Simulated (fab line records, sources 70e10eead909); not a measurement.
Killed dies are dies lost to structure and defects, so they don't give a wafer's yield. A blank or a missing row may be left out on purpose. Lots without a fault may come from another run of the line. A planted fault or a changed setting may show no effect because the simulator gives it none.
Chamber matching | flow nand_harc | NHARC_P_M1_DEP_33 on pecvd-04: 3 sister chambers
The step deposits SiCN, target thk 30 nm. 3 wafers are shown with their chamber, then 7 later ones without.

WAFERS WITH THEIR CHAMBER
wafer  | chamber | heater_power_w (W)
L082.2 | 2       | 636
L084.1 | 1       | 640
L084.2 | 0       | 435

WAFERS WITHOUT THEIR CHAMBER
wafer  | heater_power_w (W)
L084.6 | 690
L095.1 | 612
L095.2 | 620
L095.5 | 514
L097.1 | 595
L097.2 | 543
L097.4 | 593

WHICH CHAMBER EACH WENT THROUGH
wafer  | from the rows above          | in truth
L084.6 | can't be placed: 1 or 2      | 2
L095.1 | can't be placed: 2 or 1      | 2
L095.2 | can't be placed: 2 or 1      | 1
L095.5 | can't be placed: 0 or 2 or 1 | 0
L097.1 | can't be placed: 2 or 1      | 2
L097.2 | can't be placed: 2 or 1 or 0 | 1
L097.4 | can't be placed: 2 or 1      | 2
Placed correctly: 0 of 7. Can't be placed from these rows: 7 (the true chamber is among the candidates in 7). Placed wrongly: 0.
How it was worked out, from the rows above alone: a wafer's distance from a chamber is the root of the sum, over the readings, of the square of ((its reading less the chamber's mean) divided by the reading's scatter). The wafer belongs to the nearest chamber; if the next one is less than 2 further off, it can't be placed. A chamber's mean is the mean of its shown wafers. The scatter: with one shown wafer a chamber, the root of the mean of the squares of how far each hidden wafer lies from its nearest shown one.
